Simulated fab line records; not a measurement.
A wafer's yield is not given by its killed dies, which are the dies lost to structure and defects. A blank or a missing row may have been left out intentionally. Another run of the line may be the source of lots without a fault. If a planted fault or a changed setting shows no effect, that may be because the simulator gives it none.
Matching of chambers ; flow n5 finfet ; 4 sister chambers for N5_HKMG_FIN_HK_ALD_01 on ald hk-03
The step deposits HfO2, target thk 1.6 nm, pulse time 3 s, purge time 3 s. 4 wafers are shown with their chamber, then 11 later ones without.

WAFERS WITH THEIR CHAMBER
wafer;chamber;precursor pulse height rel
L085.2;2;1.001
L085.5;0;1.022
L085.6;1;1.000
L089.3;3;0.978

WAFERS WITHOUT THEIR CHAMBER
wafer;precursor pulse height rel
L089.4;0.981
L089.6;0.968
L090.2;0.995
L090.4;1.005
L090.5;1.011
L094.1;1.013
L094.2;0.990
L094.3;0.986
L094.4;0.955
L094.5;1.005
L094.6;0.974

CHAMBER TAKEN BY EACH
wafer;from the rows above;in truth
L089.4;can't be placed: 3 or 1 or 2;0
L089.6;3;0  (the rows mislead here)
L090.2;can't be placed: 1 or 2 or 3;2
L090.4;can't be placed: 2 or 1 or 0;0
L090.5;can't be placed: 2 or 1 or 0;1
L094.1;can't be placed: 0 or 2 or 1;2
L094.2;can't be placed: 1 or 2 or 3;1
L094.3;can't be placed: 3 or 1 or 2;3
L094.4;3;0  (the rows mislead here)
L094.5;can't be placed: 2 or 1 or 0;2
L094.6;3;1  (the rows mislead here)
Correct placement for 0 of the 11. From these rows, 8 cannot be placed; in 7 the true chamber is one of the candidates. Placed wrongly: 3.
How it was worked out, from the rows above alone: a wafer's distance from a chamber is the root of the sum, over the readings, of the square of ((its reading less the chamber's mean) divided by the reading's scatter). If the next closest chamber is less than 2 further off than the closest, the wafer can't be placed; otherwise it belongs to the closest. The mean given for a chamber averages the wafers shown for that chamber. The scatter: with one shown wafer a chamber, the root of the mean of the squares of how far each hidden wafer lies from its nearest shown one.
